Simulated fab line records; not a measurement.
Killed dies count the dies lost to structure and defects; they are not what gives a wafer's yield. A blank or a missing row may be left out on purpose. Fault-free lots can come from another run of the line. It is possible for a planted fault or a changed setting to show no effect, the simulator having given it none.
fab line records	flow n5_finfet
[record] lots = 11	wafers = 32	last_day = 18
route steps=1938 shown BEOL_M3@954 MIM_BOT_ETCH@1869 PASSIVATION@1908
lots that met no fault: from a run of the same line without faults
start_h: hours from the record's opening day to when the first of the lot's shown wafers began	wait_h: hours elapsed since this lot's preceding step	" unchanged from the row above	L1.1+2: a single row standing in for several wafers	- either no value or no given start	* or withheld: withheld	< > ~ a bound
route shown NAME@n: names a module that has steps shown in the file, with the first one's number in the route	usual: mean/standard deviation of fault-free wafers	same: alike in all rows	chamber/n: place in a boat	sites: per-site readings	_std_site: how widely they spread, as a standard deviation	_edge_site: mean of outer sites minus mean of inner sites	radius_mm: for every site, how far away it sits from the centre of the wafer	mask NAME#n: copy n	behind: the last tool/chamber to shape the wafer	hold: what put the lot on hold/how long, in hours/how the hold closed	device: transistor that didn't switch, given as n, p or np	end of line: tests run on the same wafers once the route is complete	where a step has no rows: the recipe by itself	killed: count of dies lost to structure and defects at first sort (not the wafer's yield)	map: per-die view of a wafer (x killed, . not killed, _ where there is no die)
set.NAME: setting as actually run; set.NAME@STEP: the setting as run at that earlier step	model.NAME: the simulator's own value behind a step, which no gauge read
route steps across a sampled set of lots; one table per step, one row per wafer
services: a tool's chamber out of use, with start hour (start_h, from the record's first day; less than 0 if before it), hours out, and reason
[[steps]]
[step N5_BEOL_M3_HM_OPEN_17]
[recipe] chemistry = Cl2/BCl3	target_depth_a = 200	overetch_a = 60	target = TiN	mask_material = SOC	ion_energy_ev = 150	pressure_mtorr = 10	icp_w = 1000	bias_w = 126	Cl2_flow_sccm = 53.25	bcl3_flow_sccm = 21.75	Ar_flow_sccm = 25
[usual] chamber_pressure_mTorr = 10.000/0.0088	drypump_motor_current_A = 5.9/0.37	oes_product_au = 0.67/0.085	throttle_valve_pct = 22.16/0.22
lot.wafer	tool	chamber	start_h	wait_h	chamber_pressure_mTorr	drypump_motor_current_A	oes_product_au	rf_hours_counter_h	throttle_valve_pct
L177.3	rie_metal-03	0	151.61	0.1	9.996	5.7	0.54	-	22.35
L177.5	"	0	"	"	9.995	5.7	0.54	-	22.33
L178.1	rie_metal-03	1	160.52	0.0	10.018	5.5	0.62	68	22.21
L178.2	"	0	"	"	9.997	5.7	0.55	121	22.33
L178.5	"	1	"	"	9.995	5.5	0.62	-	22.19
L179.1	rie_metal-02	0	164.40	0.0	9.999	6.3	0.78	6	22.19
L179.2	"	0	"	"	9.998	6.3	0.77	-	22.20
L179.3	"	0	"	"	10.006	6.3	0.77	-	22.18
L181.1	rie_metal-03	1	182.90	0.0	10.003	5.5	0.62	69	22.21
L181.4	"	0	"	"	9.980	5.7	0.54	-	22.33
L181.6	"	0	"	"	9.996	5.7	0.53	-	22.36
L182.2	rie_metal-01	0	183.06	0.0	10.012	5.7	0.76	8	21.69
L182.4	"	1	"	"	10.000	6.0	0.74	-	22.37
L182.5	"	0	"	"	9.998	5.7	0.76	-	21.68
L184.1	rie_metal-03	1	198.83	0.0	10.009	5.5	0.60	71	22.21
L184.3	"	0	"	"	10.003	5.7	0.53	-	22.37
L184.6	"	0	"	"	9.981	5.6	0.53	-	22.37
L192.1	rie_metal-02	1	241.65	0.0	10.002	6.5	0.59	80	22.16
L192.2	"	0	"	"	10.003	6.3	0.73	14	22.24
L192.3	"	1	"	"	10.001	6.5	0.60	-	22.13
L195.1	rie_metal-01	0	273.63	0.0	10.013	5.7	0.73	15	21.71
L195.3	"	1	"	"	10.006	6.1	0.73	-	22.38
L195.5	"	0	"	"	10.008	5.7	0.73	-	21.69
L196.1	rie_metal-01	0	275.81	0.0	10.014	5.7	0.71	15	21.73
L196.2	"	1	"	"	9.994	6.1	0.71	27	22.42
L196.5	"	1	"	"	10.009	6.1	0.70	-	22.40
L197.2	rie_metal-01	0	278.35	0.0	9.991	5.7	0.73	15	21.70
L197.3	"	0	"	"	10.006	5.7	0.72	-	21.71
L197.5	"	0	"	"	9.986	5.7	0.74	-	21.70
L198.2	rie_metal-03	0	278.39	0.0	10.004	5.6	0.82	2	21.89
L198.4	"	1	"	"	10.000	5.5	0.61	-	22.22
L198.6	"	1	"	"	10.005	5.5	0.60	-	22.22
[step N5_MIM_BOT_ETCH_STRIP_01]
[recipe] chemistry = O2	power_w = 600	temp_c = 60	pressure_mtorr = 30	rf_frequency_hz = 6e+07	bias_power_w = 0	overash_fraction = 0.5	o2_flow_sccm = 225
[usual] chamber_pressure_mTorr = 29.99/0.079	drypump_motor_current_A = 5.7/0.65	oes_product_au = 0.82/0.063	rf_vpp_V = 3.6/1.4	showerhead_plenum_p_Torr = 2.07/0.083	throttle_valve_pct = 16.66/0.19
lot.wafer	tool	chamber	start_h	wait_h	chamber_pressure_mTorr	drypump_motor_current_A	oes_product_au	rf_hours_counter_h	rf_vpp_V	showerhead_plenum_p_Torr	throttle_valve_pct
L177.3	rie_diel-06	2	263.63	0.2	29.90	5.4	0.70	248	4.7	1.97	16.90
L177.5	"	3	"	"	29.98	6.7	0.90	-	2.8	2.07	16.75
L178.1	rie_diel-04	0	266.41	0.1	30.01	5.5	0.72	167	5.2	1.99	16.66
L178.2	"	3	"	"	30.14	5.7	0.84	98	6.4	2.05	16.98
L178.5	"	0	"	"	29.95	5.5	0.74	-	2.7	1.99	16.70
L179.1	rie_diel-04	0	284.82	0.1	29.93	5.5	0.72	175	3.6	1.99	16.69
L179.2	"	2	"	"	30.07	5.9	0.94	5	2.0	2.04	16.40
L179.3	"	1	"	"	29.91	6.2	0.81	90	4.3	2.05	16.57
L182.2	rie_diel-06	3	294.64	0.1	29.94	6.7	0.89	53	1.3	2.06	16.77
L182.4	"	1	"	"	29.86	4.8	0.76	-	4.6	2.00	16.62
L182.5	"	0	"	"	29.91	5.2	0.81	-	4.9	2.02	16.65
L181.1	rie_diel-04	2	299.83	0.2	29.89	5.9	0.92	12	2.7	2.04	16.44
L181.4	"	3	"	"	30.00	5.7	0.80	111	4.5	2.05	16.97
L181.6	"	3	"	"	30.12	5.6	0.79	-	3.2	2.05	17.00
L184.1	rie_diel-06	1	324.90	0.1	30.11	4.8	0.76	144	6.1	1.99	16.71
L184.3	"	3	"	"	30.02	6.7	0.87	63	3.5	2.06	16.80
L184.6	"	3	"	"	29.99	6.7	0.88	-	4.4	2.06	16.76
L192.1	rie_diel-06	1	369.84	0.2	30.11	4.9	0.76	158	5.4	1.99	16.65
L192.2	"	3	"	"	30.02	6.7	0.85	77	4.3	2.05	16.80
L192.3	"	2	"	"	29.94	5.4	0.87	25	3.4	2.22	16.49
L195.1	rie_diel-04	1	392.45	0.1	29.97	6.1	0.76	124	2.2	2.04	16.66
L195.3	"	3	"	"	29.98	5.7	0.77	142	1.1	2.04	17.08
L195.5	"	0	"	"	29.90	5.5	0.69	-	3.7	1.98	16.77
L197.2	rie_diel-04	1	392.99	0.3	29.93	6.1	0.78	124	3.0	2.04	16.67
L197.3	"	2	"	"	30.00	5.8	0.85	45	5.9	2.03	16.43
L197.5	"	3	"	"	30.09	5.6	0.78	-	3.3	2.04	17.08
L196.1	rie_diel-06	3	396.32	0.1	29.97	6.7	0.84	87	4.6	2.05	16.83
L196.2	"	2	"	"	30.09	5.4	0.87	35	5.2	2.21	16.51
L196.5	"	2	"	"	30.01	5.4	0.85	-	4.2	2.21	16.56
L198.2	rie_diel-03	1	412.84	0.2	29.85	6.6	0.85	49	3.7	2.21	16.56
L198.4	"	0	"	"	30.00	5.0	0.82	114	5.0	2.13	16.98
L198.6	"	2	"	"	29.93	4.8	0.79	-	2.6	2.04	16.48
[step N5_PASSIVATION_DESCUM_32]
[recipe] chemistry = O2	time_s = 7.9	source_power_w = 50	bias_power_w = 20	pressure_mtorr = 20	rf_frequency_hz = 2.712e+07	temp_c = 40	o2_flow_sccm = 225
[usual] chamber_pressure_mTorr = 20.001/0.017	drypump_motor_current_A = 5.7/0.65	oes_product_au = 0.82/0.059	rf_vpp_V = 242.8/1.6	showerhead_plenum_p_Torr = 2.08/0.083	throttle_valve_pct = 20.44/0.21
lot.wafer	tool	chamber	start_h	wait_h	chamber_pressure_mTorr	drypump_motor_current_A	oes_product_au	rf_hours_counter_h	rf_vpp_V	showerhead_plenum_p_Torr	throttle_valve_pct
L177.3	rie_diel-03	2	268.05	0.3	20.020	4.8	0.85	65	241.8	2.05	20.18
L177.5	"	3	"	"	19.993	6.5	0.86	-	244.1	2.21	20.14
L178.1	rie_diel-03	0	270.74	0.0	19.996	5.0	0.83	74	244.3	2.14	20.71
L178.2	"	3	"	"	20.002	6.5	0.86	56	245.3	2.21	20.12
L178.5	"	0	"	"	20.031	5.0	0.84	-	242.3	2.14	20.72
L179.1	rie_diel-06	1	288.03	0.0	20.010	4.8	0.78	131	242.1	1.99	20.40
L179.2	"	0	"	"	20.012	5.2	0.80	100	241.9	2.01	20.43
L179.3	"	3	"	"	20.017	6.7	0.88	49	242.8	2.06	20.56
L182.2	rie_diel-03	0	298.41	0.0	19.991	5.0	0.83	83	242.8	2.13	20.74
L182.4	"	3	"	"	19.992	6.5	0.85	66	244.4	2.20	20.14
L182.5	"	1	"	"	19.973	6.6	0.94	-	245.9	2.22	20.30
L181.1	rie_diel-03	0	304.84	0.6	19.983	5.0	0.83	85	242.8	2.13	20.72
L181.4	"	2	"	"	20.020	4.8	0.85	78	242.3	2.05	20.19
L181.6	"	1	"	"	20.024	6.6	0.94	-	246.2	2.22	20.29
L184.1	rie_diel-04	2	330.17	0.1	20.002	5.8	0.90	22	243.5	2.03	20.18
L184.3	"	1	"	"	20.005	6.1	0.80	102	241.9	2.04	20.43
L184.6	"	3	"	"	19.993	5.7	0.79	-	242.1	2.04	20.82
L192.1	rie_diel-03	1	377.12	0.0	19.981	6.5	0.88	36	244.5	2.21	20.33
L192.2	"	2	"	"	20.028	4.8	0.81	104	241.9	2.04	20.22
L192.3	"	0	"	"	19.989	5.0	0.79	109	243.4	2.12	20.77
L197.2	rie_diel-04	0	398.54	0.0	19.990	5.5	0.69	214	240.9	1.97	20.50
L197.3	"	1	"	"	20.002	6.1	0.76	126	241.1	2.03	20.47
L197.5	"	3	"	"	20.020	5.6	0.77	-	240.7	2.03	20.86
L195.1	rie_diel-03	2	398.92	0.0	20.014	4.8	0.80	113	240.5	2.04	20.24
L195.3	"	1	"	"	20.005	6.6	0.88	45	245.1	2.21	20.36
L195.5	"	2	"	"	20.029	4.8	0.80	-	243.2	2.03	20.22
L196.1	rie_diel-06	1	399.69	0.0	20.021	4.9	0.75	170	240.5	1.98	20.45
L196.2	"	0	"	"	20.013	5.2	0.78	123	241.7	2.00	20.47
L196.5	"	1	"	"	20.010	4.9	0.75	-	242.6	1.98	20.45
L198.2	rie_diel-04	0	416.67	0.0	20.001	5.5	0.69	221	241.5	1.97	20.50
L198.4	"	3	"	"	19.988	5.7	0.76	152	239.0	2.03	20.88
L198.6	"	0	"	"	19.998	5.5	0.68	-	241.6	1.97	20.53
[step N5_PASSIVATION_PROBE_49]
[usual] defect_limited_yield = 91.0/1.3	killed_at_M0_to_M3 = 36/9.5	killed_at_M4_up = 14/5.6	killed_at_contacts = 12/6.4	killed_at_front_end = 40/10	killed_at_other = 3.2/3	killed_dies = 107/15	killed_open = 69/12	killed_short = 35/7.7	sort_bin_5_function = 5.3/0.91	sort_bin_6_memory = 3.3/0.65	sort_n_pass = 1073/15	sort_yield_pct = 91.0/1.3
[same] gross_dies = 1180	killed_at_back_side = 0	sort_bin_4_leakage[%] = 0	sort_bin_8_speed[%] = 0
lot.wafer	tool	chamber	start_h	wait_h	defect_limited_yield[%]	killed_at_M0_to_M3	killed_at_M4_up	killed_at_contacts	killed_at_front_end	killed_at_other	killed_dies	killed_open	killed_short	sort_bin_5_function[%]	sort_bin_6_memory[%]	sort_n_pass	sort_yield_pct[%]
L184.1	prober-02	-	335.75	0.0	85.4	115	14	2	38	3	172	59	19	9.2	3.9	1008	85.4
L184.3	prober-02	-	335.85	0.1	82.7	118	27	2	56	1	204	88	35	10.3	5.3	976	82.7
L184.6	prober-02	-	336.00	0.3	85.1	120	8	4	44	0	176	63	32	9.3	4.2	1004	85.1
// killed by level:class
L184.1 BEOL_M3:unspecified=93 FIN_SAQP:geometric_particle:open=9 BEOL_M0_SAQP:geometric_particle:open=9 FIN_SAQP:geometric_particle:short=8 STI_FIN_REVEAL:geometric_particle:open=7 GATE_CUT:geometric_particle:open=7 BEOL_M4:geometric_particle:open=7 BEOL_M3:geometric_particle:open=6
L184.3 BEOL_M3:unspecified=79 BEOL_M4:geometric_particle:open=16 STI_FIN_REVEAL:geometric_particle:open=13 BEOL_M1:geometric_particle:open=13 FIN_SAQP:geometric_particle:short=11 BEOL_M3:geometric_particle:open=10 FIN_SAQP:geometric_particle:open=8 STARTING-WAFER:geometric_particle:open=7
L184.6 BEOL_M3:unspecified=80 BEOL_M3:geometric_particle:open=12 BEOL_M0_SAQP:geometric_particle:short=10 FIN_SAQP:geometric_particle:open=8 BEOL_M1:geometric_particle:open=8 GATE_CUT:geometric_particle:short=7 GATE_CUT:geometric_particle:open=6 BEOL_M0_SAQP:geometric_particle:open=6
[[services]]
tool	chamber	start_h	hours	kind
rie_diel-06	3	135.20	-	clean
rie_diel-06	3	135.20	-	consumable_replace:focus_ring
rie_diel-06	3	135.20	16.4	scheduled_down
rie_diel-06	3	135.20	16.4	vent_cycle
rie_metal-02	1	140.89	24.9	repair
rie_diel-04	0	148.13	8.1	repair
rie_metal-02	-	177.85	0.3	repair
rie_metal-01	0	188.31	14.9	repair
rie_diel-04	2	239.29	-	clean
rie_diel-04	2	239.29	-	consumable_replace:focus_ring
rie_diel-04	2	239.29	25.0	scheduled_down
rie_diel-04	2	239.29	25.0	vent_cycle
rie_diel-03	1	241.09	-	clean
rie_diel-03	1	241.09	-	consumable_replace:focus_ring
rie_diel-03	1	241.09	-	consumable_replace:showerhead
rie_diel-06	2	243.08	8.3	repair
rie_metal-01	-	249.72	2.8	pm
rie_metal-01	-	255.36	4.0	pm
rie_diel-06	2	268.31	-	clean
rie_diel-04	3	281.53	2.6	repair
rie_metal-02	-	304.64	2.8	pm
rie_diel-04	-	311.41	0.7	repair
rie_diel-06	0	356.03	43.4	repair
rie_diel-03	0	388.66	19.8	repair
[[key]]
[first_sign] step = N5_PASSIVATION_PROBE_49	reading = killed_at_M0_to_M3	direction = up	sigmas = 8.6	usual = 36	struck = 118
[effect] step = N5_PASSIVATION_PROBE_49	reading = defect_limited_yield	direction = down	sigmas = 5	usual = 91.0	struck = 84.4
[more_kills_born_at] N5_BEOL_M3_HM_OPEN_17@rie_metal-03 = 252
met_at N5_BEOL_M3_HM_OPEN_17
struck_lots L184
not_acting_at N5_MIM_BOT_ETCH_STRIP_01,N5_PASSIVATION_DESCUM_32
onset_between 182.90 198.83
[fault] kind = chamber_particle_source	tool = rie_metal-03	chamber = -	onset_h = 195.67	steps = N5_BEOL_M3_HM_OPEN_17	rate_per_visit_cm2 = 0.40634	end_h = 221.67
